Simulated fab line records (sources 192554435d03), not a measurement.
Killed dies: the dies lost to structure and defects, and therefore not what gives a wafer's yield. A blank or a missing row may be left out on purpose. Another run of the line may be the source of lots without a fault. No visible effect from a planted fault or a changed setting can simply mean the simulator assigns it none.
Which tool is to blame?	flow n5 finfet	Sampling: 24 lots, 72 wafers, 6 of 1938 route steps

WHAT EACH GAUGE READ, for each wafer
The record lacks any reading of a measuring or inspecting step that a usual standard deviation could be used to judge.

EACH LOT AND THE TOOL THAT RAN IT (in order: tool; ch and the chambers of the sampled wafers; start)
lot	N5_BEOL_M2_STRIP_66	N5_BEOL_M2_STRIP_36	N5_BEOL_M2_PRE_CLEAN_45	N5_BEOL_M2_ANNEAL_89	N5_BEOL_M2_ANNEAL_93	N5_BEOL_M3_HM_DEP_02
L074	rie diel-01 ch 1,2,3, day 6 11:35	rie diel-01 ch 0,1,2, day 7 02:34	pvd sputter-01, day 7 03:00	pvd sputter-02, day 7 04:32	pvd sputter-02, day 7 04:59	pvd sputter-01, day 7 07:50
L075	rie diel-05 ch 2,3, day 6 23:38	rie diel-03 ch 0,1,2, day 7 02:37	pvd sputter-03, day 7 03:08	pvd sputter-01, day 7 04:40	pvd sputter-01, day 7 05:07	pvd sputter-01, day 7 08:01
L077	rie diel-01 ch 1,2,3, day 7 06:26	rie diel-01 ch 0,2,3, day 7 08:15	pvd sputter-01, day 7 08:49	pvd sputter-03, day 7 10:24	pvd sputter-03, day 7 10:50	pvd sputter-03, day 7 14:25
L076	rie diel-03 ch 0,2,3, day 7 06:36	rie diel-01 ch 1,2,3, day 7 08:37	pvd sputter-02, day 7 09:02	pvd sputter-01, day 7 10:33	pvd sputter-01, day 7 10:59	pvd sputter-02, day 7 14:30
L078	rie diel-03 ch 0,1,2, day 7 12:53	rie diel-05 ch 0,2, day 7 14:26	pvd sputter-02, day 7 14:52	pvd sputter-02, day 7 16:27	pvd sputter-02, day 7 16:53	pvd sputter-01, day 7 19:28
L079	rie diel-03 ch 0,1, day 7 18:24	rie diel-01 ch 1,2, day 7 20:16	pvd sputter-03, day 7 21:03	pvd sputter-03, day 7 22:34	pvd sputter-03, day 7 23:01	pvd sputter-01, day 8 01:57
L081	rie diel-05 ch 1,2,3, day 8 06:36	rie diel-03 ch 1,2, day 8 07:51	pvd sputter-02, day 8 08:34	pvd sputter-02, day 8 10:16	pvd sputter-02, day 8 10:43	pvd sputter-03, day 8 12:51
L080	rie diel-01 ch 1,2, day 8 06:43	rie diel-01 ch 0,2,3, day 8 07:55	pvd sputter-02, day 8 08:39	pvd sputter-01, day 8 10:40	pvd sputter-01, day 8 11:06	pvd sputter-01, day 8 15:26
L082	rie diel-05 ch 0,2,3, day 8 09:03	rie diel-03 ch 0,1,3, day 8 18:52	pvd sputter-01, day 8 19:44	pvd sputter-02, day 8 22:20	pvd sputter-02, day 8 22:47	pvd sputter-02, day 9 00:35
L083	rie diel-01 ch 0,1, day 8 17:22	rie diel-01 ch 0,2, day 8 23:15	pvd sputter-01, day 9 00:07	pvd sputter-01, day 9 01:45	pvd sputter-01, day 9 02:11	pvd sputter-02, day 9 06:16
L084	rie diel-05 ch 2,3, day 9 03:50	rie diel-05 ch 1,2, day 9 07:44	pvd sputter-03, day 9 10:15	pvd sputter-03, day 9 11:58	pvd sputter-03, day 9 12:25	pvd sputter-03, day 9 14:16
L085	rie diel-03 ch 1,2,3, day 9 07:06	rie diel-03 ch 1,2,3, day 9 13:13	pvd sputter-03, day 9 13:57	pvd sputter-02, day 9 15:49	pvd sputter-02, day 9 16:16	pvd sputter-03, day 9 19:31
L087	rie diel-05 ch 1,2,3, day 10 02:37	rie diel-01 ch 1,2, day 10 04:30	pvd sputter-02, day 10 04:56	pvd sputter-02, day 10 06:45	pvd sputter-02, day 10 07:11	pvd sputter-02, day 10 09:26
L088	rie diel-05 ch 0,1,2, day 10 03:43	rie diel-01 ch 0,2,3, day 10 09:01	pvd sputter-03, day 10 09:34	pvd sputter-03, day 10 11:09	pvd sputter-03, day 10 11:35	pvd sputter-01, day 10 13:22
L086	rie diel-05 ch 0,1,3, day 10 03:59	rie diel-03 ch 1,3, day 10 09:11	pvd sputter-02, day 10 09:53	pvd sputter-02, day 10 11:35	pvd sputter-02, day 10 12:02	pvd sputter-01, day 10 13:44
L089	rie diel-05 ch 0,3, day 10 08:52	rie diel-01 ch 0,3, day 10 13:49	pvd sputter-02, day 10 14:15	pvd sputter-02, day 10 16:35	pvd sputter-02, day 10 17:02	pvd sputter-03, day 10 19:25
L090	rie diel-05 ch 0,1,2, day 10 09:50	rie diel-01 ch 1,2, day 10 15:19	pvd sputter-03, day 10 16:02	pvd sputter-03, day 10 17:59	pvd sputter-03, day 10 18:26	pvd sputter-03, day 10 22:21
L091	rie diel-05 ch 0,1,3, day 10 19:06	rie diel-01 ch 0,1,2, day 10 21:58	pvd sputter-03, day 10 22:45	pvd sputter-02, day 11 00:19	pvd sputter-02, day 11 00:46	pvd sputter-02, day 11 05:00
L092	rie diel-01 ch 0,1, day 11 02:17	rie diel-05 ch 2,3, day 11 06:29	pvd sputter-01, day 11 07:17	pvd sputter-03, day 11 08:46	pvd sputter-03, day 11 09:13	pvd sputter-03, day 11 10:55
L093	rie diel-01 ch 0,1,3, day 11 06:14	rie diel-03 ch 0,1,3, day 11 09:41	pvd sputter-03, day 11 10:27	pvd sputter-03, day 11 12:01	pvd sputter-03, day 11 12:27	pvd sputter-01, day 11 15:14
L094	rie diel-01 ch 1,3, day 11 15:43	rie diel-01 ch 0,1,3, day 12 02:20	pvd sputter-01, day 12 03:49	pvd sputter-01, day 12 05:43	pvd sputter-01, day 12 06:10	pvd sputter-01, day 12 08:24
L096	rie diel-01 ch 0,1, day 11 23:27	rie diel-03 ch 1,3, day 12 04:57	pvd sputter-02, day 12 06:07	pvd sputter-02, day 12 07:49	pvd sputter-02, day 12 08:16	pvd sputter-02, day 12 12:00
L095	rie diel-01 ch 1,2, day 12 03:38	rie diel-05 ch 0,1,3, day 12 08:07	pvd sputter-03, day 12 08:43	pvd sputter-02, day 12 10:38	pvd sputter-02, day 12 11:05	pvd sputter-03, day 12 13:05
L097	rie diel-05 ch 0,1,3, day 12 06:10	rie diel-03 ch 1,2,3, day 12 08:12	pvd sputter-03, day 12 08:48	pvd sputter-03, day 12 12:12	pvd sputter-03, day 12 12:38	pvd sputter-03, day 12 16:05
- N5_BEOL_M2_STRIP_66: strips in CF4.
- N5_BEOL_M2_STRIP_36: strips in N2/H2.
- N5_BEOL_M2_PRE_CLEAN_45: time 30 s.
- N5_BEOL_M2_ANNEAL_89: time 240 s.
- N5_BEOL_M2_ANNEAL_93: time 240 s.
- N5_BEOL_M3_HM_DEP_02: deposits TiN, target thk 20 nm.

AS READ BY THE TOOLS THEMSELVES (means over the sampled wafers that have a number; for cases with no such wafer, the mark the record gives instead)
N5_BEOL_M2_STRIP_66. Usual: bias power w 75.00 W, standard deviation 0.23; drypump motor current A 5.6 A, standard deviation 0.41; oes product au 0.78 a.u., standard deviation 0.076; rf vpp V 271.2 V, standard deviation 1.3; showerhead plenum p Torr 1.79 Torr, standard deviation 0.045; throttle valve pct 13.6 %, standard deviation 0.31.
lot	tool	bias power w (W)	drypump motor current A (A)	oes product au (a.u.)	rf vpp V (V)	showerhead plenum p Torr (Torr)	throttle valve pct (%)	flag
L074	rie diel-01	74.96	5.5	0.83	270.6	1.78	13.5	
L075	rie diel-05	75.02	5.8	0.72	271.5	1.80	13.7	
L077	rie diel-01	74.76	5.5	0.81	271.7	1.78	13.5	
L076	rie diel-03	74.96	5.7	0.79	271.0	1.78	13.5	
L078	rie diel-03	75.14	6.0	0.83	270.7	1.75	13.5	
L079	rie diel-03	75.15	5.9	0.75	269.1	1.73	13.5	
L081	rie diel-05	74.74	5.8	0.72	272.1	1.80	13.9	
L080	rie diel-01	75.23	5.6	0.81	270.9	1.80	13.5	
L082	rie diel-05	74.86	5.8	0.74	272.5	1.83	13.5	
L083	rie diel-01	74.86	5.2	0.83	271.5	1.78	13.3	
L084	rie diel-05	74.81	5.8	0.71	271.5	1.79	13.7	
L085	rie diel-03	75.02	6.1	0.85	270.1	1.80	13.5	
L087	rie diel-05	75.05	5.7	0.70	271.2	1.80	13.9	
L088	rie diel-05	74.95	5.8	0.73	272.3	1.83	13.7	
L086	rie diel-05	75.00	5.5	0.74	271.8	1.81	13.7	
L089	rie diel-05	75.10	5.6	0.74	271.6	1.81	13.5	
L090	rie diel-05	74.93	5.8	0.73	272.3	1.83	13.7	
L091	rie diel-05	74.93	5.5	0.73	272.3	1.81	13.7	
L092	rie diel-01	75.08	5.4	0.82	270.9	1.80	13.3	
L093	rie diel-01	74.95	5.3	0.81	269.9	1.77	13.4	
L094	rie diel-01	74.92	5.4	0.82	271.4	1.79	13.3	
L096	rie diel-01	74.99	5.4	0.81	270.6	1.80	13.3	
L095	rie diel-01	74.92	5.7	0.94	271.5	1.78	13.4	
L097	rie diel-05	74.98	5.5	0.72	272.4	1.81	13.7	

N5_BEOL_M2_STRIP_36. Usual: bias power w 6.999 W, standard deviation 0.021; drypump motor current A 5.7 A, standard deviation 0.45; oes product au 0.82 a.u., standard deviation 0.083; rf vpp V 59.3 V, standard deviation 1.4; showerhead plenum p Torr 2.53 Torr, standard deviation 0.081; throttle valve pct 23.6 %, standard deviation 0.37.
lot	tool	bias power w (W)	drypump motor current A (A)	oes product au (a.u.)	rf vpp V (V)	showerhead plenum p Torr (Torr)	throttle valve pct (%)	flag
L074	rie diel-01	7.001	5.5	0.83	59.4	2.53	23.6	
L075	rie diel-03	6.989	6.1	0.84	58.5	2.45	23.5	
L077	rie diel-01	7.001	5.4	0.81	59.4	2.49	23.6	
L076	rie diel-01	7.013	5.5	0.84	60.6	2.53	23.7	
L078	rie diel-05	6.984	5.8	0.79	60.5	2.66	23.4	
L079	rie diel-01	7.016	5.7	0.78	60.0	2.54	24.1	
L081	rie diel-03	7.004	6.2	0.90	58.4	2.47	23.5	
L080	rie diel-01	6.986	5.3	0.79	59.2	2.49	23.7	
L082	rie diel-03	6.984	6.0	0.81	59.1	2.51	23.6	
L083	rie diel-01	7.033	5.6	0.74	59.7	2.50	24.0	
L084	rie diel-05	7.000	6.0	0.70	59.2	2.58	23.9	
L085	rie diel-03	7.003	6.1	0.86	59.3	2.54	23.6	
L087	rie diel-01	6.998	5.7	0.83	60.0	2.56	23.7	
L088	rie diel-01	7.000	5.4	0.77	58.6	2.48	23.7	
L086	rie diel-03	7.013	6.4	0.86	59.0	2.54	23.6	
L089	rie diel-01	7.007	5.2	0.83	61.3	2.46	23.4	
L090	rie diel-01	6.983	5.7	0.75	59.1	2.53	24.1	
L091	rie diel-01	6.974	5.5	0.80	60.1	2.52	23.7	
L092	rie diel-05	7.010	5.8	0.69	58.9	2.55	23.9	
L093	rie diel-03	7.006	5.9	0.88	58.0	2.61	23.6	
L094	rie diel-01	7.002	5.3	0.83	58.3	2.49	23.4	
L096	rie diel-03	7.012	6.4	0.84	61.4	2.53	23.6	
L095	rie diel-05	7.019	5.6	0.73	57.9	2.55	23.6	
L097	rie diel-03	6.983	6.1	0.83	59.2	2.53	23.6	

N5_BEOL_M2_PRE_CLEAN_45. Usual: heater power w 352 W, standard deviation 28.
lot	tool	heater power w (W)	flag
L074	pvd sputter-01	352	
L075	pvd sputter-03	342	
L077	pvd sputter-01	335	
L076	pvd sputter-02	362	
L078	pvd sputter-02	368	
L079	pvd sputter-03	375	
L081	pvd sputter-02	367	
L080	pvd sputter-02	360	
L082	pvd sputter-01	332	
L083	pvd sputter-01	321	
L084	pvd sputter-03	329	
L085	pvd sputter-03	338	
L087	pvd sputter-02	354	
L088	pvd sputter-03	364	
L086	pvd sputter-02	358	
L089	pvd sputter-02	375	
L090	pvd sputter-03	338	
L091	pvd sputter-03	337	
L092	pvd sputter-01	317	
L093	pvd sputter-03	340	
L094	pvd sputter-01	354	
L096	pvd sputter-02	362	
L095	pvd sputter-03	355	
L097	pvd sputter-03	378	

N5_BEOL_M2_ANNEAL_89. Usual: heater power w 884 W, standard deviation 67.
lot	tool	heater power w (W)	flag
L074	pvd sputter-02	923	
L075	pvd sputter-01	800	
L077	pvd sputter-03	886	
L076	pvd sputter-01	822	
L078	pvd sputter-02	912	
L079	pvd sputter-03	870	
L081	pvd sputter-02	932	
L080	pvd sputter-01	916	
L082	pvd sputter-02	910	
L083	pvd sputter-01	826	
L084	pvd sputter-03	888	
L085	pvd sputter-02	918	
L087	pvd sputter-02	944	
L088	pvd sputter-03	904	
L086	pvd sputter-02	903	
L089	pvd sputter-02	909	
L090	pvd sputter-03	860	
L091	pvd sputter-02	902	
L092	pvd sputter-03	887	
L093	pvd sputter-03	852	
L094	pvd sputter-01	834	
L096	pvd sputter-02	942	
L095	pvd sputter-02	940	
L097	pvd sputter-03	881	

N5_BEOL_M2_ANNEAL_93. Usual: heater power w 884 W, standard deviation 69.
lot	tool	heater power w (W)	flag
L074	pvd sputter-02	907	
L075	pvd sputter-01	785	
L077	pvd sputter-03	882	
L076	pvd sputter-01	821	
L078	pvd sputter-02	930	
L079	pvd sputter-03	899	
L081	pvd sputter-02	943	
L080	pvd sputter-01	923	
L082	pvd sputter-02	895	
L083	pvd sputter-01	829	
L084	pvd sputter-03	872	
L085	pvd sputter-02	903	
L087	pvd sputter-02	931	
L088	pvd sputter-03	894	
L086	pvd sputter-02	914	
L089	pvd sputter-02	897	
L090	pvd sputter-03	860	
L091	pvd sputter-02	892	
L092	pvd sputter-03	905	
L093	pvd sputter-03	849	
L094	pvd sputter-01	834	
L096	pvd sputter-02	925	
L095	pvd sputter-02	927	
L097	pvd sputter-03	882	

N5_BEOL_M3_HM_DEP_02. Usual: throttle valve pct 30.1 %, standard deviation 1.4.
lot	tool	throttle valve pct (%)	flag
L074	pvd sputter-01	29.3	
L075	pvd sputter-01	29.1	
L077	pvd sputter-03	30.2	
L076	pvd sputter-02	29.8	
L078	pvd sputter-01	29.6	
L079	pvd sputter-01	29.4	
L081	pvd sputter-03	30.2	
L080	pvd sputter-01	29.7	
L082	pvd sputter-02	31.2	
L083	pvd sputter-02	30.1	
L084	pvd sputter-03	31.2	
L085	pvd sputter-03	31.2	
L087	pvd sputter-02	29.8	
L088	pvd sputter-01	28.9	
L086	pvd sputter-01	29.8	
L089	pvd sputter-03	30.3	
L090	pvd sputter-03	31.6	
L091	pvd sputter-02	29.3	
L092	pvd sputter-03	30.3	
L093	pvd sputter-01	29.4	
L094	pvd sputter-01	29.4	
L096	pvd sputter-02	29.0	
L095	pvd sputter-03	30.2	
L097	pvd sputter-03	30.3	

THE ANSWER, worked out from the rows above alone
Rule: a lot is off if the mean of its wafers that have a number lies more than 3 standard deviations from the usual mean. A lot without any number at a reading at which 4 lots or more have one is off too. Any other lot the step has rows for is counted as sound. Order of review: gauges by route order, followed by the tools' own readings, for which a lot's mean as printed above is used. At the first step where some lot is off, the reading lying furthest off is the one used; lots without a number count as furthest.
No lot is off on any of the readings shown, so nothing can be concluded from this.

WHAT HAD BEEN PUT IN BY THE SIMULATOR
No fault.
